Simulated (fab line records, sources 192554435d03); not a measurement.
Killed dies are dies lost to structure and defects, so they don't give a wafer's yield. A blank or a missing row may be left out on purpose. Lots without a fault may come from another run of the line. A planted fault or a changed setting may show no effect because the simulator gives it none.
fab line records | flow n5_finfet
record lots=4 wafers=10 last_day=16
route steps=1938 shown MOL_CONTACT_COAG@596 BEOL_M0_SAQP@632 BEOL_M4@1111 PASSIVATION@1936
lots that met no fault: from a run of the same line without faults
start_h: hours from the record's first day to the start of the lot's first wafer shown | wait_h: hours since the lot's step before | " the same as in the row above | L1.1+2: a row that stands for several wafers | - no value, or no start given | * or withheld: withheld | < > ~ a bound
route shown NAME@n: a module of which the file shows steps, and the number in the route of the first | usual: mean/standard deviation of fault-free wafers | same: alike in all rows | chamber/n: place in a boat | sites: the reading at each site | _std_site: their standard deviation | _edge_site: outer sites' mean less inner sites' | radius_mm: how far each site lies from the wafer's centre | mask NAME#n: copy n | behind: the tool/chamber that last shaped the wafer | hold: why the lot was held/for how many hours/how that ended | device: the transistor (n, p or np) that didn't switch | end of line: the same wafers' tests at the end of the route | a step without rows: its recipe alone | killed: dies lost to structure and defects at the first sort, not the wafer's yield | map: a wafer's dies, x killed, . not, _ none there
set.NAME: the setting as run; set.NAME@STEP: as run at that earlier step | model.NAME: the simulator's own value behind a step, which no gauge read
lots at some steps of the route; a table a step, a row a wafer
services: from which hour (start_h, from the record's first day; less than 0 if before it) a tool's chamber was out of use, for how many hours, and why
## steps
# step N5_MOL_CONTACT_COAG_COAT_34
# recipe resist=CAR-EUV spin_rpm=1500 resist_thk_nm=40
# step N5_MOL_CONTACT_COAG_EBR_36
# recipe solvent=PGMEA ebr_width_mm=1.5
# step N5_MOL_CONTACT_COAG_SOFTBAKE_35
# recipe temp_c=110 time_s=60 resist=CAR-EUV
# step N5_MOL_CONTACT_COAG_EXPOSE_37
# recipe mask_id=VD na=0.33 source_shape=annular sigma_inner=0.3 sigma_outer=0.7 polarization=unpolarized defocus_nm=0 dose_mj=62
# step N5_MOL_CONTACT_COAG_PEB_38
# recipe peb_temp_c=100 peb_time_s=60 resist=CAR-EUV
# step N5_MOL_CONTACT_COAG_DEVELOP_39
# recipe develop_time_s=30 developer=TMAH resist=CAR-EUV rinse_liquid=surfactant_rinse dry=air_spin dev_temp_c=23
# step N5_MOL_CONTACT_COAG_DESCUM_45
# recipe chemistry=O2 time_s=7 source_power_w=50 bias_power_w=20 pressure_mtorr=20 rf_frequency_hz=2.712e+07 temp_c=40 resist=CAR-EUV o2_flow_sccm=225
# step N5_MOL_CONTACT_COAG_ETCH_65
# recipe chemistry=N2/H2 target=underlayer target_depth_a=130 mask_material=CAR-EUV time_s=10.4 ion_energy_ev=200 pressure_mtorr=30 source_w=840 bias_w=150 n2_flow_sccm=200 h2_flow_sccm=200 ends=cleared
# step N5_MOL_CONTACT_COAG_ETCH_66
# recipe chemistry=CF4 target=SiARC target_depth_a=130 mask_material=CAR-EUV time_s=21.7 ion_energy_ev=80 pressure_mtorr=40 source_w=545 bias_w=36 Ar_flow_sccm=100 cf4_flow_sccm=100 ends=cleared
# step N5_MOL_CONTACT_COAG_ALD_133
# recipe material=SiO2 target_thk_a=50 temp_c=100 ald_precursor_family=BDEAS ald_co_reactant=O2-plasma pulse_time_s=1 co_reactant_pulse_time_s=1 purge_time_s=2 co_reactant_purge_time_s=2 ald_cycles=35 pressure_torr=2
# usual ald_cycles=35/0 chamber_pressure_Torr=2.000/0.0044 heater_power_w=75/11 precursor_pulse_height_rel=1.002/0.019
# same co_reactant_purge_time_s=2 purge_time_s=2
# columns lot.wafer tool chamber start_h wait_h ald_cycles chamber_pressure_Torr heater_power_w precursor_pulse_height_rel model.SiO2_of_MOL_CONTACT_COAG_ALD_133.thk_nm
L796.4 ald_sin-04 1 118.70 0.1 35 2.002 71 1.015 5
L796.5 " 1 " " 35 2.001 73 0.989 5
L796.6 " 0 " " 35 2.001 88 0.962 5
L802.1 ald_sin-04 2 151.65 0.1 35 2.002 82 1.015 5
L802.4 " 0 " " 24 1.996 88 0.990 3.4
L804.2 ald_sin-04 1 171.54 0.1 24 2.005 71 0.999 3.4
L804.6 " 3 " " 35 1.999 62 0.986 5
L809.1 ald_sin-03 1 206.66 0.1 35 1.997 71 1.015 5
L809.3 " 3 " " 35 1.996 68 1.069 5
L809.6 " 2 " " 35 2.004 52 1.018 5
# step N5_MOL_CONTACT_COAG_ETCHBACK_134
# recipe chemistry=CHF3 target=SiO2 target_depth_a=100 time_s=6.7 ion_energy_ev=200 pressure_mtorr=30 source_w=610 bias_w=170 Ar_flow_sccm=200 CHF3_flow_sccm=50
# step N5_MOL_CONTACT_COAG_ETCH_67
# recipe chemistry=N2/H2 target=SOC target_depth_a=600 overetch_a=210 mask_material=SiARC temp_c=40 time_s=101.2 ion_energy_ev=200 pressure_mtorr=30 source_w=840 bias_w=150 n2_flow_sccm=200 h2_flow_sccm=200
# step N5_MOL_CONTACT_COAG_STRIP_68
# recipe chemistry=N2/H2 temp_c=40 n2_flow_sccm=200 h2_flow_sccm=200 rf_frequency_hz=6e+07
# step N5_MOL_CONTACT_COAG_STRIP_69
# recipe chemistry=N2/H2 temp_c=40 n2_flow_sccm=200 h2_flow_sccm=200 rf_frequency_hz=6e+07
# step N5_MOL_CONTACT_COAG_ETCHBACK_136
# recipe chemistry=CHF3 target=SiO2 target_depth_a=250 time_s=16.7 ion_energy_ev=200 pressure_mtorr=30 source_w=610 bias_w=170 Ar_flow_sccm=200 CHF3_flow_sccm=50
# step N5_MOL_CONTACT_COAG_STRIP_120
# recipe chemistry=CHF3 resist=SiARC rf_frequency_hz=6e+07
# step N5_MOL_CONTACT_COAG_VIA_ETCH_117
# recipe chemistry=C4F6/O2 target_depth_a=400 overetch_a=80 mask_material=SOC target=SiO2 bias_w=455 pressure_mtorr=10 time_s=26 source_w=325 Ar_flow_sccm=300 C4F6_flow_sccm=10 O2_flow_sccm=10 ion_energy_ev=575.3 ends=end_point
# step N5_MOL_CONTACT_COAG_ETCH_124
# recipe chemistry=CH3F/O2 target=SiNx target_depth_a=65 mask_material=SOC stop_on=SiOC over_etch_frac=0.3 ion_energy_ev=120 pressure_mtorr=30 source_w=395 bias_w=73 Ar_flow_sccm=150 CH3F_flow_sccm=30 O2_flow_sccm=20 ends=end_point
# step N5_MOL_CONTACT_COAG_ETCH_48
# recipe chemistry=C4F6/O2 target_depth_a=150 overetch_a=45 mask_material=SOC target=SiOC bias_w=465 pressure_mtorr=10 time_s=17 source_w=335 Ar_flow_sccm=300 C4F6_flow_sccm=10 O2_flow_sccm=10 ion_energy_ev=576
# step N5_MOL_CONTACT_COAG_STRIP_72
# recipe chemistry=N2/H2 power_w=450 temp_c=40 pressure_mtorr=20 rf_frequency_hz=6e+07 overash_fraction=3 bias_power_w=7 h2_frac=0.5 n2_flow_sccm=200 h2_flow_sccm=200
# step N5_MOL_CONTACT_COAG_STRIP_49
# recipe chemistry=N2/H2 time_s=30 power_w=1000 temp_c=250 pressure_mtorr=withheld n2_flow_sccm=1750 h2_flow_sccm=3250
# step N5_MOL_CONTACT_COAG_PRECLEAN_138
# recipe chemistry=alkaline_clean temp_c=60 time_s=60 do_ppb=50
# step N5_MOL_CONTACT_COAG_SRD_139
# recipe dry=ipa_marangoni time_s=30 temp_c=23 rinse_liquid=diw
# step N5_MOL_CONTACT_COAG_PRE_CLEAN_121
# recipe gas=H2/He time_s=* temp_c=withheld
# step N5_MOL_CONTACT_COAG_CVD_140
# recipe material=W target_thk_a=665 mode=selective_fill temp_c=300 time_s=215
# step N5_MOL_CONTACT_COAG_PRECLEAN_127
# recipe chemistry=DIW time_s=57.5 temp_c=23
# step N5_MOL_CONTACT_COAG_SRD_128
# recipe dry_time_s=32 dry=n2_spin spin_rpm=1500
# step N5_MOL_CONTACT_COAG_CMP_52
# recipe stop_on=SiO2 t_overpolish_s=1.5 post_cmp_clean=w_dilute_nh4oh down_force_psi=4 platen_rpm=50.289 pad_velocity_m_s=1.0006 target_thk_nm=66.5
# step N5_MOL_CONTACT_COAG_ANNEAL_112
# recipe temp_c=400 time_s=1800 ambient=HPD2 pressure_atm=10
# step N5_BEOL_M0_SAQP_PECVD_00
# recipe material=SiCN target_thk_a=80 temp_c=withheld precursor=3MS/NH3 pressure_torr=3 rf_w=202 time_s=14
# step N5_BEOL_M0_SAQP_ILD_DEP_01
# recipe material=SiOC target_thk_a=454.19 temp_c=350 precursor=DEMS/O2 pressure_torr=5 rf_w=500 time_s=8.7
# step N5_BEOL_M0_SAQP_HM_DEP_02
# recipe material=TiN target_thk_a=120 temp_c=25 chamber_pressure_pa=0.49996
# step N5_BEOL_M0_SAQP_PECVD_03
# recipe material=SiCN target_thk_a=120 temp_c=withheld precursor=3MS/NH3 pressure_torr=3 rf_w=202 time_s=21.1
# step N5_BEOL_M0_SAQP_PECVD_96
# recipe material=a-Si target_thk_a=450 temp_c=350 precursor=SiH4/He pressure_torr=3 rf_w=100 time_s=45.2
# step N5_BEOL_M0_SAQP_PECVD_97
# recipe material=SiNx target_thk_a=230 temp_c=350 precursor=SiH4/NH3/N2 pressure_torr=1.5 rf_w=300 time_s=19.9
# step N5_BEOL_M4_RC_MEAS_101
# usual DIBL_N=36.5/1.4 DIBL_P=36.6/1.9 IOFF_N=0.167/0.029 IOFF_P=0.21/0.033 ION_N=674/12 ION_P=460/8.9 SS_N=71.6/0.57 SS_P=73.4/0.61 VT_N=249/3.3 VT_P=-250/3.3
# columns lot.wafer tool chamber start_h wait_h DIBL_N[mV/V] DIBL_P[mV/V] IOFF_N[nA/um] IOFF_P[nA/um] ION_N[uA/um] ION_P[uA/um] SS_N[mV/dec] SS_P[mV/dec] VT_N[mV] VT_P[mV]
L796.4 prober-02 0 181.71 0.5 35.8 35.8 0.140 0.21 670 461 71.5 73.5 254 -252
L796.5 " 0 " " 36.9 38.3 0.173 0.25 686 469 71.6 73.7 247 -249
L796.6 " 0 " " 36.0 36.5 0.156 0.22 675 463 71.0 73.2 251 -249
L802.1 prober-01 0 214.73 0.0 39.4 39.9 0.250 0.27 695 468 72.0 74.6 238 -248
L804.6 prober-01 0 234.16 0.8 36.4 37.5 0.161 0.24 685 478 71.1 73.1 248 -249
L809.1 prober-01 0 268.40 0.0 37.2 36.0 0.143 0.17 645 444 71.6 73.7 252 -257
L809.3 " 0 " " 38.2 37.0 0.149 0.17 659 447 71.8 72.9 252 -257
L809.6 " 0 " " 38.0 36.6 0.152 0.17 665 445 71.4 72.8 250 -256
# step N5_PASSIVATION_PROBE_49
# usual defect_limited_yield=91.2/1.6 killed_at_M0_to_M3=34/11 killed_at_M4_up=14/5.7 killed_at_contacts=14/6.6 killed_at_front_end=37/10 killed_at_other=4/3.2 killed_dies=104/19 killed_on_rim=14/4.1 killed_open=69/13 killed_short=33/8.7 sort_bin_5_function=5.1/1 sort_bin_6_memory=3.3/0.76 sort_n_pass=1076/19 sort_yield_pct=91.2/1.6
# same gross_dies=1180 killed_at_back_side=0 sort_bin_4_leakage[%]=0 sort_bin_8_speed[%]=0
# columns lot.wafer tool chamber start_h wait_h defect_limited_yield[%] killed_at_M0_to_M3 killed_at_M4_up killed_at_contacts killed_at_front_end killed_at_other killed_dies killed_on_rim killed_open killed_short sort_bin_5_function[%] sort_bin_6_memory[%] sort_n_pass sort_yield_pct[%]
L802.1 prober-02 - 313.48 0.0 89.7 25 28 18 51 0 122 12 87 35 6.2 3.8 1058 89.7
L802.4 prober-02 - 313.63 0.2 22.3 41 25 802 46 3 917 119 79 48 6.6 3.8 263 22.3
L804.2 prober-01 - 331.53 0.1 23.3 46 13 801 41 4 905 117 87 43 6.8 4.1 275 23.3
L804.6 prober-01 - 331.73 0.3 90.1 46 18 10 34 9 117 15 78 34 5.9 3.1 1063 90.1
# killed by level:class
L802.1 MOL_CONTACT_COAG:geometric_particle:open=15 FIN_SAQP:geometric_particle:open=12 BEOL_M4:geometric_particle:open=12 STI_FIN_REVEAL:geometric_particle:open=9 DUMMY_GATE:geometric_particle:open=8 GATE_CUT:geometric_particle:short=8 BEOL_M0_SAQP:geometric_particle:open=6 BEOL_M1:geometric_particle:open=5
L802.4 MOL_CONTACT_COAG:area_ald=789 BEOL_M4:geometric_particle:open=11 MOL_CONTACT_COAG:geometric_particle:open=11 BEOL_M0_SAQP:geometric_particle:short=11 BEOL_M3:geometric_particle:open=9 STI_FIN_REVEAL:geometric_particle:open=8 GATE_CUT:geometric_particle:short=8 DUMMY_GATE:geometric_particle:open=6
L804.2 MOL_CONTACT_COAG:area_ald=773 MOL_CONTACT_COAG:geometric_particle:open=24 BEOL_M0_SAQP:geometric_particle:short=13 FIN_SAQP:geometric_particle:short=11 BEOL_M0_SAQP:geometric_particle:open=11 STI_FIN_REVEAL:geometric_particle:open=10 BEOL_M2:geometric_particle:open=9 BEOL_M4:geometric_particle:open=7
L804.6 BEOL_M0_SAQP:geometric_particle:open=15 BEOL_M3:geometric_particle:open=11 MOL_CONTACT_COAG:geometric_particle:open=9 BEOL_M0_SAQP:geometric_particle:short=8 STI_FIN_REVEAL:geometric_particle:open=7 BEOL_M1:geometric_particle:open=7 BEOL_M4:geometric_particle:open=7 FIN_SAQP:geometric_particle:open=4
# map L802.4 (x killed, . not)
_________________..x.xx.xxxxx________________
______________xxxxx.xxxxxxxxxxx._____________
___________x.xxxxxxxxxxx.xxxxxx.xxx__________
__________.xxx...xxxxxxxxx.xxxxx.xxx_________
________xxxxxxx.x...xxxx.x..x.xxx.xxxx_______
_______x..x.x.xxx.xxx.xxxxx.xxxxxxxxxxx______
______x.xxxxxx.....xxx.xxx.xx.xxxxxx...x_____
_____xxxx.xx.xxxxxxxxx.x.xxxxxx.xxx.x.x..____
____xxxxxxxxxx..xxxx.xx.xx.xxx.xxx.xxx.xx.___
___xxxx.xxxxxxxxxxx.x.x.xxxxx.x..xxxxxx.xxx__
___.x..xxxxxxxx.xxxx.xxxxxxxx.x..xx.x.xxx.x__
__xxxxxx..xxxx.xxx.x..xxxxxxx.xxxxx.xxxxxxxx_
__xxxxxxxxxxxxxx.xxx.xxxxxxxxxxxx.x.xx.x..xx_
_xx.xxx.xx.x.xxxxxxxx.xxxxxxxxxxxxxxx...xxxx.
_xxxx.xxxx.x..xx.x.xxxxxxx.xx.x.xxxxxxxxxxxxx
_xxxxxxxxxxxxxxx.xxxx.xx.x.xxx.x.xxxxx.xxx..x
_xx..xxxxxxxxxxxxxx..xxx.xxxxx.xxxxxx.xx..x.x
_xx.xxxxxxxx.xxxxxxxxx...xxxxxxxxxxxxxxxxxx.x
_.xxx.xxx...xxxxxx.xxx..xxx.xx.xxxxxxxxxxxxxx
_.x.xx.xxxxxxxx.xxxxxxx.xxx.xx.xxxxxx...xxxxx
_xx.x.xxx.xx.xxxxxx.xxxxxxxxxxx.xxxxxxx.x..x.
__.xxx..xxxxxxxxxx.xx..x..xxxx.xxxxxxx..xxxx_
__.xx.xxx.xxx.xx.x.xxxxxxxxxx.x.xxx.xx.xxxxx_
___xx.xxxxxxxx.xxxxx.xxxx.xxxxxxxx.xxxx.xxx__
___xxxx.x..x..xxxxxxxxx..xxxxxx.xxxxxxxxxxx__
____xxxxxxxxxx.x..x..xxxxxx.x.xxx..xxxxxxx___
_____xxxxxxx.x..xxxxxxxx.xxxxxxxx.xxxxxxx____
______.xx..xxx.xxxxxxxxxxxxxxxxxxxxxxx.x_____
_______xx.xxxx.xx.xx.x..xxxxxxxxxx.xxxx______
________x..x.x.x.x..xxxxxx.x.x...xxxxx_______
__________xxxxxx.xxxx.xxxx.xx..xxx.x_________
___________xxxx..xxx..x..xxxxxxxxxx__________
______________...xxxxxx.x.x..x.x_____________
_________________x.xxxxxx.xxx________________
# map L804.2 (x killed, . not)
_________________.x.xxxx.xxxx________________
______________xxxxxxxxx..xxx..x._____________
___________.xx.xxxxx...xx.xx.xxxxx.__________
__________xxx.xxxx.xxxx.xxxxxxxx.xxx_________
________xxx.x.xxxxxx.xx.xx.xxxxxx.xx.._______
_______xx..xxx..xxxxxxx.xxxxxxxx..xxxx.______
______xxxxxxxx..x.xxx..xx..xxxx.xx...x.x_____
_____x....xxxxx.x.xx.xxxxxxxxxxxx.xxxx.xx____
____xxxxxx.xx.x.xxxxxx..xx.xx.xx.x.xx.x.xx___
___x.xx.xxxxxx..xx.xxxxxx.xxxx.x.xxx.xx.xx.__
___xxxx.xxx..xxxxxx.xxxxxx.x.xx.xx.xxxxxx.x__
__xxxxxxxxxxxxxxxx..x.xxx...xxxxx..xxx.x.xxx_
__xx.xx.xxxxxxxxxx.xxxxxx.xxx.x..xxxx.xx.xxx_
_.xxxx.x.xxxxxxxx..x.xx.xxxx..xxxxxxx.xxxxx..
_xxxxxx.xxxxxxx..x.xx.xxxxx.xxxxx.xxx..xx.xxx
_xxxxxxxx...xxxxxx.xxxxxxxxx.xxxxxxx.x.x.xxxx
_x.xxx.xxxxxxxxxxxxxx.xxxxxxxx.xxxxxxxxxxxx.x
_xxxx..xxxx.xxx.xxxxxxxxx.x.xxxxxxxxxxx.xxxxx
_xxxxxx.xxxxx..x.xxxxxxxxxx.xxxxxxx.xxx.xxxxx
_.x..xxx.xxxx.xxx.x.x.xxxxx.xxxxxxx.x..xxx.x.
_x.xxxxxxx.xxxxx.x..xxxxxxxxxxxxxx..xxx.x..x.
__xxxx.xxx..x.xx.xxxx.xxx.xxxx.x.xxxxxxxx.xx_
__x.xxxxx.xxxxxxxxxxxx..xxxxx.xxxx.xxx..x.xx_
___x.x.x.x..xxxxxxxxxxxxx..x.x.x.x.xx.xxxxx__
___xxx.xxxxxxxxx.xxxx.xxxxxxxxxxxxxxxx.xxx.__
____.xxx..xxxxxx..xx.xx.xx.x.x.xxx.xxx.xxx___
_____xxxxxxx.xxx..x.xxx.xx.xxxxx..x...xxx____
______.xxxxx.xx...xx.xxx..xxxx.xx.xxxxxx_____
_______xxx.x.xxx.x.xxx.xxxxxxxxxx.xxxxx______
________xx.xxxxxxx.xxxxxxxx.x.x.xxx.x._______
__________xxxx.xxx.xxxxx.xxxxxxxxx.x_________
___________x.xxxxxxxxxxxxx.xxx.xxxx__________
______________x.xxxxx.x.xxxxxxxx_____________
_________________x..xxxxxxxxx________________
## services
# columns tool chamber start_h hours kind
ald_sin-04 1 126.36 4.3 repair
ald_sin-03 3 187.19 13.1 repair
ald_sin-04 - 206.12 6.1 pm
## key
first_sign step=N5_MOL_CONTACT_COAG_ALD_133 reading=ald_cycles direction=down sigmas=99+ usual=* struck=*
effect step=N5_PASSIVATION_PROBE_49 reading=killed_at_contacts direction=up sigmas=99+ usual=14 struck=802
model_effect step=N5_MOL_CONTACT_COAG_ALD_133 value=SiO2_of_MOL_CONTACT_COAG_ALD_133.thk_nm without=5 struck=3.4
more_kills_born_at N5_MOL_CONTACT_COAG_ALD_133@ald_sin-04=1562
met_at N5_MOL_CONTACT_COAG_ALD_133
struck_wafers L802.4,L804.2
later_rows_left_out L802.4,L804.2
onset_between 118.70 151.65
fault kind=process_parameter_drift tool=ald_sin-04 chamber=- onset_h=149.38 steps=N5_MOL_CONTACT_COAG_ALD_133 channel=ald_cycles offset=* shape=step end_h=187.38 scope=struck_wafers_only acts_in=* stated=*
# later_rows_left_out: the simulator's readings of these wafers behind a module that went badly wrong aren't trusted and aren't shown, but for the sort
